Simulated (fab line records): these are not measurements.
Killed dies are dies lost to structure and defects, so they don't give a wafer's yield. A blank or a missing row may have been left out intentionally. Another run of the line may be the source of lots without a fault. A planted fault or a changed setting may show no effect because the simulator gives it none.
Struck lot and sound lot, side by side :: flow n5 finfet :: 39 out of 1938 route steps
Sound: these wafers, L530.2, L530.4, L530.6. Struck: wafer L537.5. (L537.2, L537.4 of the same lot were not struck and are left out.) The cause comes at the end.
Order at every step that has rows: each side's tool, ch and its chambers, its first start. Under that, the readings that differ: sound wafers :: struck wafers :: difference of the means :: sigmas: that difference in standard deviations of wafers without a fault.
alike: words and numbers the same on both sides, and readings whose means are apart by under 2 such deviations; not compared: readings that were withheld, readings missing a value for some wafer, numbers with overlapping values and no deviation given by the record, and bounds like >300 which may hide the same value.
A row with sigmas, a row that says differs or no value, or rows on one side alone: a step with any of these is where the two part. When numbers do not overlap yet have no deviation, they are printed without sigmas and do not part them. A reading that every wafer of one side lacks parts them only if that side has two wafers or more.

first, 9 steps without rows for these wafers: N5_BEOL_M13_SOFTBAKE_23 (time 60 s); N5_BEOL_M13_EXPOSE_25 (exposes mask M13, target cd 210 nm); N5_BEOL_M13_PEB_26 (peb time 90 s); N5_BEOL_M13_DEVELOP_27 (develop time 45 s); N5_BEOL_M13_HARDBAKE_32 (time 120 s); N5_BEOL_M13_DESCUM_33 (chemistry O2, time 7.9 s); N5_BEOL_M13_ETCH_67 (etches SiARC in CF4, target depth 143 nm, time 238.3 s); N5_BEOL_M13_ETCH_68 (etches SOC in N2/H2, time 355 s); N5_BEOL_M13_STRIP_69 (strips in N2/H2).
N5_BEOL_M13_TRENCH_ETCH_34: etches SiOC in C4F8/O2/Ar, target depth 413.47 nm, time 162.6 s.
  sound on rie diel-01 ch 0,2,3, day 11 02:10; struck on rie diel-01 ch 1, day 12 17:30
reading: model.etch.depth nm (nm)
sound: 414.8 409.8 424
struck: 477.5
difference: +61.3
sigmas: 
  alike: drypump motor current A, he inner torr, oes product au, rf vpp V, showerhead plenum p Torr, throttle valve pct
  not compared: rf hours counter h
then, 1 step without rows for these wafers: N5_BEOL_M13_STRIP_70 (strips in C4F8/O2/Ar).
N5_BEOL_M13_OCD_MEAS_35:
  sound on ocd-02, day 11 02:20; struck on ocd-02, day 12 17:40
reading: trench depth nm (nm)
sound: 415 410 424
struck: 477
difference: +61
sigmas: +11
then, 11 steps without rows for these wafers: N5_BEOL_M13_STRIP_37 (strips in N2/H2); N5_BEOL_M13_ETCH_38 (etches SiCN in CF4/N2, target depth 67.5 nm, time 71.9 s); N5_BEOL_M13_PRECLEAN_39 (cleans in residue remover, time 60 s); N5_BEOL_M13_SRD_40 (time 30 s, dry time 30 s); N5_BEOL_M13_DEGAS_41 (time 60 s); N5_BEOL_M13_PRE_CLEAN_42 (time 30 s); N5_BEOL_M13_SPUTTER_43 (material TaN, target thk 15 nm, time 24.19 s); N5_BEOL_M13_SPUTTER_44 (material Ta, target thk 10 nm, time 16.13 s); N5_BEOL_M13_SPUTTER_45 (material Cu, target thk 80 nm, time 13.33 s); N5_BEOL_M13_ECD_47 (material Cu, target thk 936 nm); N5_BEOL_M13_ANNEAL_48 (time 90 s).
N5_BEOL_M13_CMP_49: polishes, stops on SiOC, t overpolish 17.1 s, target thk 420 nm.
  sound on cmp-04 ch 0,1,2, day 11 05:44; struck on cmp-01 ch 1, day 12 19:54
reading: model.Cu_of_BEOL_M13_ECD_47.thk nm (nm)
sound: 421.2 415.4 430.2
struck: 486.2
difference: +63.9
sigmas: 
  alike: barrier field endpoint s, motor current A, overpolish run s, slurry flow ml min
N5_BEOL_M13_THK_MEAS_50: measures by xrf.
  sound on film metro-02, day 11 05:58; struck on film metro-01, day 12 20:11
reading: M13_THK (nm)
sound: 417 410 425
struck: 491
difference: +74
sigmas: +12
then, 2 steps without rows for these wafers: N5_BEOL_M13_PRE_CLEAN_52 (time 15 s); N5_BEOL_M13_DEP_53 (deposits SiCN from 3MS/NH3, target thk 50 nm, time 17.8 s).
N5_BEOL_M13_RS_MEAS_54: uses a four-point probe to measure.
  sound on film metro-01, day 11 06:05; struck on film metro-02, day 12 20:19
reading: M13_RS (ohm/sq)
sound: 0.0448 0.0453 0.0438
struck: 0.0388
difference: -0.0058
sigmas: -9
then, 9 steps without rows for these wafers: N5_BEOL_M14_ILD_DEP_00 (deposits SiO2 from TEOS/O2, target thk 1119.3 nm, time 237.4 s); N5_BEOL_M14_COAT_58 (time 60 s, resist thk 89 nm); N5_BEOL_M14_COAT_04 (resist thk 800 nm); N5_BEOL_M14_EBR_06; N5_BEOL_M14_SOFTBAKE_05 (time 60 s); N5_BEOL_M14_EXPOSE_07 (exposes mask V13); N5_BEOL_M14_PEB_08 (peb time 90 s); N5_BEOL_M14_DEVELOP_09 (develop time 45 s); N5_BEOL_M14_HARDBAKE_14 (time 120 s).
N5_BEOL_M15_RC_MEAS_101:
  sound on prober-01 ch 0, day 11 16:38; struck on prober-01 ch 0, day 13 07:04
reading: COMB_M13 (S/m)
sound: 7.6e-12 4.4e-12 6.6e-12
struck: 3.4e-12
difference: -2.8e-12
sigmas: -3

reading: COMB_M14 (S/m)
sound: 3.2e-12 3.7e-12 3e-12
struck: 7.3e-12
difference: +4.0e-12
sigmas: +5

reading: COMB_M15 (S/m)
sound: 2.7e-12 3.5e-12 3.1e-12
struck: 1.9e-12
difference: -1.2e-12
sigmas: -2

reading: COMB_M15_max_site (S/m)
sound: 3.6e-12 4.1e-12 5.2e-12
struck: 2.7e-12
difference: -1.6e-12
sigmas: -2

reading: SERP_M13 (ohm/um)
sound: 0.309 0.310 0.306
struck: 0.263
difference: -0.045
sigmas: -7

reading: SERP_M13_max_site (ohm/um)
sound: 0.312 0.314 0.310
struck: 0.267
difference: -0.045
sigmas: -7

reading: SERP_M14 (ohm/um)
sound: 0.163 0.159 0.158
struck: 0.171
difference: +0.011
sigmas: +2
  alike: COMB_M10, COMB_M11, COMB_M11_max_site, COMB_M12, COMB_M5, COMB_M6, COMB_M6_max_site, COMB_M7, COMB_M8, COMB_M9, SERP_M10, SERP_M10_max_site, SERP_M11, SERP_M12, SERP_M5, SERP_M6, SERP_M7, SERP_M8, SERP_M9
N5_PASSIVATION_PROBE_49:
  the record has rows for the struck wafers here (prober-01, day 13 23:28) and none for the sound ones

== WHERE THEY PART ==
Earliest at N5_BEOL_M13_OCD_MEAS_35; latest, in this record, at N5_PASSIVATION_PROBE_49.

WHY: the cause the simulator had injected
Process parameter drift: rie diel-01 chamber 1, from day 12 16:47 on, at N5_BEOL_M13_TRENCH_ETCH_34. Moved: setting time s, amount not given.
